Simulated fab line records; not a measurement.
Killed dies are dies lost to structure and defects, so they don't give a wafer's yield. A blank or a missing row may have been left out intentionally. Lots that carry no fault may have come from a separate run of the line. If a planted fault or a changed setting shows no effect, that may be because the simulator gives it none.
Chamber matching / flow n5-finfet / cvd-co-01 running N5_BEOL_M0_CVD_115: 3 sister chambers
The step deposits Co from CCTBA/H2, time 120 s. 14 wafers are shown with their chamber, then 7 later ones without.

== WAFERS WITH THEIR CHAMBER ==
wafer=L356.3; chamber=0; run-length-s (s)=143.1; chamber-pressure-Torr (Torr)=29.97
wafer=L356.4; chamber=0; run-length-s (s)=142.7; chamber-pressure-Torr (Torr)=29.98
wafer=L356.5; chamber=2; run-length-s (s)=142.6; chamber-pressure-Torr (Torr)=30.00
wafer=L358.1; chamber=1; run-length-s (s)=142.7; chamber-pressure-Torr (Torr)=30.06
wafer=L358.4; chamber=2; run-length-s (s)=142.2; chamber-pressure-Torr (Torr)=30.00
wafer=L358.6; chamber=0; run-length-s (s)=143.8; chamber-pressure-Torr (Torr)=30.03
wafer=L360.1; chamber=0; run-length-s (s)=142.7; chamber-pressure-Torr (Torr)=30.00
wafer=L360.2; chamber=2; run-length-s (s)=142.6; chamber-pressure-Torr (Torr)=30.01
wafer=L360.6; chamber=0; run-length-s (s)=143.0; chamber-pressure-Torr (Torr)=29.96
wafer=L362.2; chamber=2; run-length-s (s)=142.4; chamber-pressure-Torr (Torr)=29.91
wafer=L362.4; chamber=2; run-length-s (s)=142.5; chamber-pressure-Torr (Torr)=29.87
wafer=L362.5; chamber=1; run-length-s (s)=142.8; chamber-pressure-Torr (Torr)=29.99
wafer=L364.1; chamber=2; run-length-s (s)=142.5; chamber-pressure-Torr (Torr)=30.03
wafer=L364.2; chamber=1; run-length-s (s)=142.6; chamber-pressure-Torr (Torr)=30.00

SIGNATURES (means of the wafers above)
reading=run-length-s; chamber 0=143.060; chamber 1=142.700; chamber 2=142.467; scatter within a chamber=0.293
reading=chamber-pressure-Torr; chamber 0=29.9880; chamber 1=30.0167; chamber 2=29.9700; scatter within a chamber=0.0491
Rule: distance of a wafer from a chamber = root of the sum over the readings of ((wafer's reading minus chamber's mean) / reading's scatter) squared. If the next closest chamber is less than 2 further off than the closest, the wafer can't be placed; otherwise it belongs to the closest. The scatter is the square root of a quotient: the sum, over the shown wafers, of each reading's squared deviation from its chamber's mean, divided by wafers minus chambers.

== WAFERS WHOSE CHAMBER IS MISSING ==
wafer=L364.6; run-length-s (s)=143.1; chamber-pressure-Torr (Torr)=29.99
wafer=L367.1; run-length-s (s)=142.7; chamber-pressure-Torr (Torr)=30.00
wafer=L367.2; run-length-s (s)=142.6; chamber-pressure-Torr (Torr)=29.98
wafer=L367.3; run-length-s (s)=142.8; chamber-pressure-Torr (Torr)=30.01
wafer=L368.3; run-length-s (s)=142.1; chamber-pressure-Torr (Torr)=29.99
wafer=L373.3; run-length-s (s)=142.1; chamber-pressure-Torr (Torr)=30.01
wafer=L373.4; run-length-s (s)=142.4; chamber-pressure-Torr (Torr)=30.01

== THE CHAMBER EACH PASSED THROUGH ==
wafer=L364.6; from the rows above=can't be placed: 0 or 1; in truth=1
wafer=L367.1; from the rows above=can't be placed: 1 or 2 or 0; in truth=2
wafer=L367.2; from the rows above=can't be placed: 2 or 1 or 0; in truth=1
wafer=L367.3; from the rows above=can't be placed: 1 or 0 or 2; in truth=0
wafer=L368.3; from the rows above=can't be placed: 2 or 1 or 0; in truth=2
wafer=L373.3; from the rows above=can't be placed: 2 or 1 or 0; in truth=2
wafer=L373.4; from the rows above=can't be placed: 2 or 1 or 0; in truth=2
0 of 7 placed correctly. Can't be placed from these rows: 7 (the true chamber is among the candidates in 7). Placed wrongly: 0.
